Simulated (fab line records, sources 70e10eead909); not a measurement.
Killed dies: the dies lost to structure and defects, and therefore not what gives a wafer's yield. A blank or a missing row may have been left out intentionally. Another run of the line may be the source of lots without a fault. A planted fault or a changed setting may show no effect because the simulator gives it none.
fab line records + flow nand_harc
record
- lots=5
- wafers=15
- last_day=33
route steps=1302 shown P_ZERO_WELL@14
lots untouched by any fault: they come from a run of this same line in which no faults occurred
start_h: hours from the record's first day to the start of the lot's first wafer shown + wait_h: time in hours since the lot's previous step + " as in the row above + L1.1+2: several wafers, shown together as one row + - no value present, or no start provided + * or withheld: withheld + < > ~ a bound
route shown NAME@n: NAME is a module with steps in the file, n the number in the route of the first one + usual: mean/standard deviation of fault-free wafers + same: alike in all rows + chamber/n: place in a boat + sites: per-site readings + _std_site: the values' standard deviation + _edge_site: the outer-site mean with the inner-site mean subtracted + radius_mm: for every site, how far away it sits from the centre of the wafer + mask NAME#n: copy n + behind: the tool/chamber that last shaped the wafer + hold: cause of the lot's hold/its duration in hours/its outcome + device: the transistor (n, p or np) that didn't switch + end of line: the tests these same wafers got at the end of their route + a step without rows: its recipe alone + killed: not the wafer's yield, but the dies lost to structure and defects at the first sort + map: shows each die of a wafer: x if killed, . if not, _ if none is there
set.NAME: the setting as run; set.NAME@STEP: as run at that earlier step + model.NAME: the simulator's own value behind a step, which no gauge read
certain route steps with their lots: each step a table, each wafer a row
services: the hour from which a tool's chamber was out of use, counted from the record's first day as start_h (under 0 if before that day), plus the number of hours and why
## steps
# step NHARC_P_ZERO_WELL_CD_MEAS_11
# recipe
- target_cd_nm=500
- landing_energy_ev=500
# usual
- cd_nm=500.1/1.7
| lot.wafer | tool      | chamber | start_h | wait_h | cd_nm |
|-----------|-----------|---------|---------|--------|-------|
| L997.2    | cd_sem-03 | 0       | 51.25   | -      | 502.1 |
| L997.3    | "         | 0       | "       | "      | 501.4 |
| L997.4    | "         | 0       | "       | "      | 502.7 |
| L106.4    | cd_sem-02 | 0       | 141.26  | -      | 498.6 |
| L106.5    | "         | 0       | "       | "      | 499.4 |
| L106.6    | "         | 0       | "       | "      | 501.6 |
| L114.2    | cd_sem-02 | 0       | 221.25  | -      | 500.2 |
| L114.3    | "         | 0       | "       | "      | 499.4 |
| L114.5    | "         | 0       | "       | "      | 498.9 |
| L115.3    | cd_sem-02 | 0       | 231.12  | -      | 498.8 |
| L115.4    | "         | 0       | "       | "      | 499.1 |
| L115.6    | "         | 0       | "       | "      | 497.7 |
| L117.3    | cd_sem-03 | 0       | 251.24  | -      | 500.1 |
| L117.5    | "         | 0       | "       | "      | 500.1 |
| L117.6    | "         | 0       | "       | "      | 500.2 |
# step NHARC_P_ZERO_WELL_HARDBAKE_12
# recipe
- temp_c=118
- time_s=65
# step NHARC_P_ZERO_WELL_DESCUM_13
# recipe
- time_s=3
- o2_flow_sccm=200
- ar_flow_sccm=0
- bias_power_w=0
- chemistry=O2
# usual
- drypump_motor_current_A=5.6/0.48
- oes_product_au=1.003/0.0076
- rf_vpp_V=57.9/0.86
- showerhead_plenum_p_Torr=1.96/0.071
- throttle_valve_pct=11.311/0.0087
| lot.wafer | tool        | chamber | start_h | wait_h | drypump_motor_current_A | oes_product_au | rf_hours_counter_h | rf_vpp_V | showerhead_plenum_p_Torr | throttle_valve_pct |
|-----------|-------------|---------|---------|--------|-------------------------|----------------|--------------------|----------|--------------------------|--------------------|
| L997.2    | rie_diel-01 | 3       | 51.40   | -      | 5.8                     | 0.997          | 5                  | 58.1     | 1.98                     | 11.298             |
| L997.4    | "           | 0       | "       | "      | 5.5                     | 1.005          | 5                  | 57.0     | 1.98                     | 11.319             |
| L997.3    | "           | 2       | "       | "      | 5.5                     | 1.010          | 3                  | 57.5     | 1.97                     | 11.302             |
| L106.5    | rie_diel-01 | 0       | 141.46  | -      | 5.4                     | 1.003          | -                  | 57.7     | 1.97                     | 11.302             |
| L106.6    | "           | 2       | "       | "      | 5.5                     | 1.010          | -                  | 57.9     | 1.96                     | 11.300             |
| L106.4    | "           | 3       | "       | "      | 5.8                     | 1.003          | -                  | 58.2     | 1.97                     | 11.306             |
| L114.3    | rie_diel-10 | 0       | 221.41  | -      | 5.0                     | 1.006          | 52                 | 58.5     | 1.95                     | 11.326             |
| L114.2    | "           | 1       | "       | "      | 6.4                     | 0.997          | 57                 | 58.1     | 1.98                     | 11.312             |
| L114.5    | "           | 0       | "       | "      | 5.1                     | 1.000          | -                  | 58.8     | 1.95                     | 11.320             |
| L115.3    | rie_diel-01 | 2       | 231.27  | -      | 5.5                     | 1.015          | 5                  | 57.5     | 1.95                     | 11.315             |
| L115.4    | "           | 3       | "       | "      | 5.9                     | 1.010          | 4                  | 56.5     | 1.96                     | 11.310             |
| L115.6    | "           | 2       | "       | "      | 5.5                     | 1.009          | -                  | 57.4     | 1.95                     | 11.303             |
| L117.3    | rie_diel-05 | 0       | 251.39  | -      | 5.3                     | 1.000          | 3                  | 58.5     | 1.97                     | 11.317             |
| L117.5    | "           | 0       | "       | "      | 5.3                     | 1.011          | -                  | 57.2     | 1.97                     | 11.298             |
| L117.6    | "           | 2       | "       | "      | 4.8                     | 0.999          | -                  | 58.2     | 2.04                     | 11.302             |
# step NHARC_P_ZERO_WELL_ETCH_65
# recipe
- target_depth_a=800
- overetch_a=240
- time_s=87.88
- ion_energy_ev=200
- n2_flow_sccm=150
- h2_flow_sccm=150
- ar_flow_sccm=0
- rf_w=400
- bias_w=150
- chemistry=N2/H2
# usual
- drypump_motor_current_A=5.6/0.48
- oes_product_au=1.003/0.0078
- rf_fwd_power_W=397.1/1.5
- rf_vpp_V=431.9/2.3
- showerhead_plenum_p_Torr=2.09/0.082
- throttle_valve_pct=14.171/0.0097
| lot.wafer | tool        | chamber | start_h | wait_h | drypump_motor_current_A | oes_product_au | rf_fwd_power_W | rf_hours_counter_h | rf_vpp_V | showerhead_plenum_p_Torr | throttle_valve_pct |
|-----------|-------------|---------|---------|--------|-------------------------|----------------|----------------|--------------------|----------|--------------------------|--------------------|
| L997.4    | rie_diel-01 | 1       | 51.49   | 0.1    | 6.1                     | 1.000          | 396.6          | 5                  | 433.7    | 2.22                     | 14.180             |
| L997.3    | "           | 2       | "       | "      | 5.5                     | 1.002          | 397.4          | 3                  | 431.3    | 2.10                     | 14.170             |
| L997.2    | "           | 0       | "       | "      | 5.5                     | 0.999          | 393.9          | 5                  | 433.4    | 2.12                     | 14.160             |
| L106.6    | rie_diel-01 | 2       | 141.55  | 0.1    | 5.5                     | 1.017          | 398.8          | -                  | 431.7    | 2.09                     | 14.177             |
| L106.4    | "           | 3       | "       | "      | 5.9                     | 1.001          | 397.1          | -                  | 433.2    | 2.11                     | 14.172             |
| L106.5    | "           | 0       | "       | "      | 5.4                     | 0.991          | 394.0          | -                  | 432.1    | 2.10                     | 14.157             |
| L114.2    | rie_diel-10 | 2       | 221.95  | 0.5    | 5.8                     | 1.017          | 397.7          | 50                 | 435.5    | 2.18                     | 14.156             |
| L114.3    | "           | 3       | "       | "      | 5.9                     | 1.006          | 397.2          | 52                 | 429.4    | 1.99                     | 14.167             |
| L114.5    | "           | 3       | "       | "      | 5.8                     | 1.015          | 395.9          | -                  | 429.2    | 1.99                     | 14.166             |
| L115.4    | rie_diel-01 | 2       | 231.36  | 0.1    | 5.5                     | 1.015          | 398.5          | 5                  | 432.5    | 2.08                     | 14.183             |
| L115.3    | "           | 0       | "       | "      | 5.5                     | 1.003          | 396.6          | 5                  | 432.9    | 2.09                     | 14.178             |
| L115.6    | "           | 1       | "       | "      | 6.1                     | 0.999          | 396.1          | -                  | 434.5    | 2.20                     | 14.185             |
| L117.3    | rie_diel-05 | 1       | 251.50  | 0.1    | 6.1                     | 0.996          | 396.4          | 3                  | 426.2    | 1.94                     | 14.175             |
| L117.5    | "           | 1       | "       | "      | 6.1                     | 1.006          | 397.8          | -                  | 427.5    | 1.94                     | 14.168             |
| L117.6    | "           | 2       | "       | "      | 4.9                     | 0.991          | 398.0          | -                  | 433.7    | 2.18                     | 14.173             |
# step NHARC_P_ZERO_WELL_ETCH_62
# recipe
- target_depth_a=130
- time_s=6.5
- chf3_flow_sccm=50
- ar_flow_sccm=200
- rf_w=500
- bias_w=200
- chemistry=CHF3/Ar
# usual
- drypump_motor_current_A=5.6/0.46
- oes_product_au=0.959/0.017
- rf_fwd_power_W=488.8/2.2
- rf_vpp_V=371.8/2
- showerhead_plenum_p_Torr=2.40/0.087
- throttle_valve_pct=20.217/0.0092
| lot.wafer | tool        | chamber | start_h | wait_h | drypump_motor_current_A | oes_product_au | rf_fwd_power_W | rf_hours_counter_h | rf_vpp_V | showerhead_plenum_p_Torr | throttle_valve_pct |
|-----------|-------------|---------|---------|--------|-------------------------|----------------|----------------|--------------------|----------|--------------------------|--------------------|
| L997.3    | rie_diel-01 | 3       | -       | -      | 5.9                     | 0.961          | 488.7          | 5                  | 372.4    | 2.43                     | 20.206             |
| L997.4    | "           | 0       | "       | "      | 5.4                     | 0.951          | 488.8          | 5                  | 373.7    | 2.43                     | 20.217             |
| L997.2    | "           | 1       | "       | "      | 6.1                     | 0.960          | 487.7          | 5                  | 375.3    | 2.53                     | 20.213             |
| L106.5    | rie_diel-01 | 0       | -       | -      | 5.4                     | 0.955          | 488.1          | -                  | 371.1    | 2.41                     | 20.222             |
| L106.4    | "           | 2       | "       | "      | 5.5                     | 0.961          | 486.4          | -                  | 372.4    | 2.40                     | 20.210             |
| L106.6    | "           | 3       | "       | "      | 5.8                     | 0.965          | 488.7          | -                  | 372.9    | 2.41                     | 20.219             |
| L114.2    | rie_diel-10 | 2       | -       | -      | 5.8                     | 0.941          | 487.0          | 50                 | 373.6    | 2.49                     | 20.206             |
| L114.3    | "           | 1       | "       | "      | 6.4                     | 0.931          | 487.1          | 57                 | 372.7    | 2.42                     | 20.216             |
| L114.5    | "           | 2       | "       | "      | 5.8                     | 0.935          | 485.8          | -                  | 374.6    | 2.49                     | 20.214             |
| L115.3    | rie_diel-01 | 2       | -       | -      | 5.5                     | 0.962          | 487.8          | 5                  | 371.5    | 2.38                     | 20.223             |
| L115.4    | "           | 1       | "       | "      | 6.1                     | 0.982          | 486.8          | 5                  | 375.1    | 2.51                     | 20.230             |
| L115.6    | "           | 3       | "       | "      | 5.9                     | 0.963          | 485.1          | -                  | 371.2    | 2.40                     | 20.220             |
| L117.3    | rie_diel-05 | 0       | -       | -      | 5.2                     | 0.963          | 486.0          | 3                  | 372.4    | 2.41                     | 20.216             |
| L117.5    | "           | 2       | "       | "      | 4.8                     | 0.972          | 491.4          | -                  | 373.4    | 2.49                     | 20.210             |
| L117.6    | "           | 0       | "       | "      | 5.2                     | 0.967          | 485.4          | -                  | 371.9    | 2.41                     | 20.231             |
# step NHARC_P_ZERO_WELL_ETCH_63
# recipe
- target_depth_a=1200
- time_s=40.1
- hbr_flow_sccm=150
- cl2_flow_sccm=50
- rf_w=400
- icp_w=400
- bias_w=100
- chemistry=HBr/Cl2
# usual
- drypump_motor_current_A=5.9/0.37
- hbr_flow_sccm=150.1/0.52
- oes_product_au=1.001/0.0076
- rf_fwd_power_W=395.3/1.6
- throttle_valve_pct=26.405/0.0091
| lot.wafer | tool      | chamber | start_h | wait_h | drypump_motor_current_A | hbr_flow_sccm | oes_product_au | rf_fwd_power_W | rf_hours_counter_h | throttle_valve_pct |
|-----------|-----------|---------|---------|--------|-------------------------|---------------|----------------|----------------|--------------------|--------------------|
| L997.3    | rie_si-01 | 2       | 51.66   | -      | 6.2                     | 150.1         | 1.005          | 395.6          | 0.2                | 26.404             |
| L997.2    | "         | 3       | "       | "      | 5.3                     | 150.9         | 1.000          | 397.9          | 0.1                | 26.406             |
| L997.4    | "         | 0       | "       | "      | 6.0                     | 149.6         | 1.012          | 396.1          | 0.1                | 26.391             |
| L106.4    | rie_si-03 | 2       | 141.74  | -      | 5.6                     | 149.5         | 1.003          | 394.4          | 0.4                | 26.408             |
| L106.6    | "         | 0       | "       | "      | 5.6                     | 150.4         | 0.993          | 394.4          | -                  | 26.414             |
| L106.5    | "         | 1       | "       | "      | 6.3                     | 150.1         | 0.996          | 396.7          | -                  | 26.404             |
| L114.2    | rie_si-06 | 2       | 222.13  | -      | 5.4                     | 149.6         | 0.994          | 394.9          | 0.8                | 26.411             |
| L114.3    | "         | 1       | "       | "      | 6.4                     | 149.1         | 0.986          | 395.8          | 0.7                | 26.413             |
| L114.5    | "         | 3       | "       | "      | 6.1                     | 151.0         | 1.011          | 394.6          | -                  | 26.398             |
| L115.4    | rie_si-06 | 3       | 231.52  | -      | 6.1                     | 150.7         | 1.007          | 393.0          | 0.7                | 26.402             |
| L115.3    | "         | 1       | "       | "      | 6.4                     | 149.4         | 0.994          | 394.8          | 0.8                | 26.413             |
| L115.6    | "         | 0       | "       | "      | 6.4                     | 149.1         | 0.986          | 397.2          | -                  | 26.421             |
| L117.3    | rie_si-01 | 0       | 251.72  | -      | 6.0                     | 149.2         | 0.991          | 395.1          | 0.3                | 26.397             |
| L117.6    | "         | 1       | "       | "      | 6.0                     | 149.8         | 1.000          | 395.3          | -                  | 26.403             |
| L117.5    | "         | 2       | "       | "      | 6.3                     | 150.0         | 1.004          | 394.9          | -                  | 26.414             |
# step NHARC_P_ZERO_WELL_STRIP_15
# recipe
- time_s=900
- temp_c=130
- chemistry=SPM
# step NHARC_P_ZERO_WELL_DEHYDRATE_16
# recipe
- temp_c=150
- time_s=120
# step NHARC_P_ZERO_WELL_HMDS_17
# recipe
- time_s=30
# step NHARC_P_ZERO_WELL_COAT_18
# recipe
- spin_rpm=withheld
# step NHARC_P_ZERO_WELL_SOFTBAKE_19
# recipe
- temp_c=122
- time_s=95
# step NHARC_P_ZERO_WELL_EBR_20
# step NHARC_P_ZERO_WELL_EXPOSE_21
# recipe
- na=0.6
- target_cd_nm=720
- dose_mj=22.31
- mask_id=P_NWELL
# usual
- reticle_temp_C=22.99/0.1
| lot.wafer | tool           | chamber | start_h | wait_h | mask         | reticle_temp_C |
|-----------|----------------|---------|---------|--------|--------------|----------------|
| L997.2    | krf_scanner-04 | 0       | 52.43   | -      | P_NWELL#0    | 23.09          |
| L997.3    | "              | 0       | "       | "      | P_NWELL#0    | 23.06          |
| L997.4    | "              | 0       | "       | "      | P_NWELL#0    | 23.06          |
| L106.4    | krf_scanner-02 | 0       | 142.50  | -      | P_NWELL_R1#0 | 22.89          |
| L106.5    | "              | 0       | "       | "      | P_NWELL_R1#0 | 22.95          |
| L106.6    | "              | 0       | "       | "      | P_NWELL_R1#0 | 23.13          |
| L114.2    | krf_scanner-02 | 0       | 222.91  | -      | P_NWELL#0    | 23.15          |
| L114.3    | "              | 0       | "       | "      | P_NWELL#0    | 23.00          |
| L114.5    | "              | 0       | "       | "      | P_NWELL#0    | 23.05          |
| L115.3    | krf_scanner-04 | 0       | 232.30  | -      | P_NWELL#0    | 23.06          |
| L115.4    | "              | 0       | "       | "      | P_NWELL#0    | 22.91          |
| L115.6    | "              | 0       | "       | "      | P_NWELL#0    | 22.90          |
| L117.3    | krf_scanner-04 | 0       | 252.46  | -      | P_NWELL#0    | 23.01          |
| L117.5    | "              | 0       | "       | "      | P_NWELL#0    | 22.90          |
| L117.6    | "              | 0       | "       | "      | P_NWELL#0    | 22.92          |
# step NHARC_P_ZERO_WELL_PEB_22
# recipe
- peb_temp_c=118
- peb_time_s=85
# step NHARC_P_ZERO_WELL_DEVELOP_23
# recipe
- time_s=70
# step NHARC_P_ZERO_WELL_CD_MEAS_24
# recipe
- target_cd_nm=720
- landing_energy_ev=500
# usual
- cd_nm=719.5/1.5
| lot.wafer | tool      | chamber | start_h | wait_h | cd_nm |
|-----------|-----------|---------|---------|--------|-------|
| L997.2    | cd_sem-02 | 0       | 52.59   | -      | 718.0 |
| L997.3    | "         | 0       | "       | "      | 718.9 |
| L997.4    | "         | 0       | "       | "      | 720.9 |
| L106.4    | cd_sem-02 | 0       | 142.65  | -      | 686.9 |
| L106.5    | "         | 0       | "       | "      | 684.5 |
| L106.6    | "         | 0       | "       | "      | 686.7 |
| L114.2    | cd_sem-02 | 0       | 223.06  | -      | 718.0 |
| L114.3    | "         | 0       | "       | "      | 716.9 |
| L114.5    | "         | 0       | "       | "      | 718.4 |
| L115.3    | cd_sem-02 | 0       | 232.46  | -      | 719.2 |
| L115.4    | "         | 0       | "       | "      | 720.3 |
| L115.6    | "         | 0       | "       | "      | 719.7 |
| L117.3    | cd_sem-01 | 0       | 252.61  | -      | 722.1 |
| L117.5    | "         | 0       | "       | "      | 722.1 |
| L117.6    | "         | 0       | "       | "      | 722.1 |
# step NHARC_P_ZERO_WELL_HARDBAKE_25
# recipe
- temp_c=125
- time_s=80
# step NHARC_P_ZERO_WELL_DESCUM_26
# recipe
- time_s=3
- o2_flow_sccm=200
- ar_flow_sccm=0
- bias_power_w=0
- chemistry=O2
# usual
- drypump_motor_current_A=5.6/0.45
- oes_product_au=1.002/0.0075
- rf_vpp_V=58.1/0.87
- showerhead_plenum_p_Torr=1.96/0.075
- throttle_valve_pct=11.310/0.0093
| lot.wafer | tool        | chamber | start_h | wait_h | drypump_motor_current_A | oes_product_au | rf_hours_counter_h | rf_vpp_V | showerhead_plenum_p_Torr | throttle_valve_pct | model.P_ZERO_WELL.cd_nm |
|-----------|-------------|---------|---------|--------|-------------------------|----------------|--------------------|----------|--------------------------|--------------------|-------------------------|
| L997.4    | rie_diel-01 | 2       | 52.79   | -      | 5.5                     | 1.007          | 3                  | 58.5     | 1.97                     | 11.310             | 720.5                   |
| L997.2    | "           | 3       | "       | "      | 5.9                     | 1.000          | 5                  | 58.5     | 1.98                     | 11.301             | 718.2                   |
| L997.3    | "           | 0       | "       | "      | 5.4                     | 1.002          | 5                  | 59.8     | 1.98                     | 11.305             | 719.2                   |
| L106.4    | rie_diel-05 | 1       | 142.80  | -      | 6.0                     | 0.998          | 23                 | 57.6     | 1.83                     | 11.309             | 686.2                   |
| L106.5    | "           | 1       | "       | "      | 6.0                     | 0.993          | -                  | 57.2     | 1.83                     | 11.308             | 684.5                   |
| L106.6    | "           | 2       | "       | "      | 4.9                     | 0.990          | -                  | 58.7     | 2.05                     | 11.311             | 686.5                   |
| L114.2    | rie_diel-01 | 0       | 223.24  | -      | 5.5                     | 1.003          | 2                  | 57.8     | 1.96                     | 11.302             | 718.9                   |
| L114.3    | "           | 1       | "       | "      | 6.1                     | 1.008          | 3                  | 57.3     | 2.06                     | 11.299             | 717.3                   |
| L114.5    | "           | 3       | "       | "      | 5.9                     | 1.011          | -                  | 58.3     | 1.97                     | 11.310             | 719.3                   |
| L115.4    | rie_diel-01 | 0       | 232.62  | -      | 5.5                     | 0.996          | 5                  | 56.8     | 1.96                     | 11.301             | 720.6                   |
| L115.3    | "           | 2       | "       | "      | 5.5                     | 1.018          | 5                  | 58.4     | 1.95                     | 11.302             | 719.1                   |
| L115.6    | "           | 0       | "       | "      | 5.5                     | 1.011          | -                  | 57.6     | 1.96                     | 11.305             | 720.1                   |
| L117.3    | rie_diel-10 | 0       | 252.77  | -      | 5.0                     | 1.006          | 0                  | 58.4     | 1.95                     | 11.304             | 721.6                   |
| L117.6    | "           | 0       | "       | "      | 5.0                     | 0.998          | -                  | 57.8     | 1.95                     | 11.319             | 721.7                   |
| L117.5    | "           | 1       | "       | "      | 6.4                     | 0.987          | -                  | 56.6     | 1.98                     | 11.307             | 722.8                   |
# step NHARC_P_ZERO_WELL_IMPLANT_27
# recipe
- energy_kev=600
- dose_cm2=1e+13
- tilt_deg=7
## services
| tool           | chamber | start_h | hours | kind   |
|----------------|---------|---------|-------|--------|
| rie_diel-05    | -       | 36.00   | 0.8   | repair |
| rie_diel-01    | 2       | 46.07   | 2.9   | repair |
| krf_scanner-04 | -       | 46.22   | 0.9   | repair |
| rie_diel-05    | -       | 52.60   | 9.0   | pm     |
| rie_diel-10    | -       | 65.50   | 9.0   | pm     |
| rie_si-06      | 3       | 68.90   | 18.4  | repair |
| rie_si-06      | -       | 72.00   | 9.0   | pm     |
| krf_scanner-02 | -       | 94.00   | 4.0   | pm     |
| rie_diel-05    | -       | 94.72   | 0.4   | repair |
| rie_diel-10    | -       | 99.99   | 1.5   | repair |
| rie_diel-01    | 1       | 123.89  | 28.3  | repair |
| rie_diel-05    | -       | 130.43  | 1.3   | repair |
| rie_diel-01    | 3       | 143.12  | 3.9   | repair |
| krf_scanner-04 | -       | 155.82  | 2.3   | repair |
| rie_diel-10    | 0       | 179.52  | 20.3  | repair |
| krf_scanner-04 | -       | 182.00  | 4.0   | pm     |
| rie_diel-01    | 2       | 195.52  | 3.9   | repair |
| rie_diel-01    | -       | 204.57  | 9.0   | pm     |
| rie_diel-01    | -       | 221.83  | 0.6   | repair |
| rie_diel-10    | 2       | 223.81  | 10.9  | repair |
| rie_diel-05    | -       | 229.62  | 9.0   | pm     |
| rie_diel-10    | -       | 242.66  | 9.0   | pm     |
| krf_scanner-04 | -       | 244.51  | 1.6   | repair |
| rie_diel-05    | 3       | 247.37  | 4.5   | repair |
## key
first_sign
- step=NHARC_P_ZERO_WELL_EXPOSE_21
- reading=mask
- direction=changed
effect
- step=NHARC_P_ZERO_WELL_CD_MEAS_24
- reading=cd_nm
- direction=down
- sigmas=23
- usual=719.5
- struck=686.1
model_effect
- step=NHARC_P_ZERO_WELL_DESCUM_26
- value=P_ZERO_WELL.cd_nm
- without=721.7
- struck=685.7
met_at NHARC_P_ZERO_WELL_EXPOSE_21
struck_wafers L106.4,L106.5,L106.6
tester_left_out L106
fault
- kind=wrong_mask
- tool=any
- chamber=-
- onset_h=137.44
- steps=NHARC_P_ZERO_WELL_EXPOSE_21
- aux_copy=P_NWELL_R1#0
- cd_offset_nm=-35.91
- scope=struck_lots_only
# tester_left_out: of these lots the tester's yield and bins aren't shown, on N5 and GAA mostly nor the transistor test; their killed dies are dies lost to structure and defects alone, not to doping, threshold or leakage, so they don't give the yield
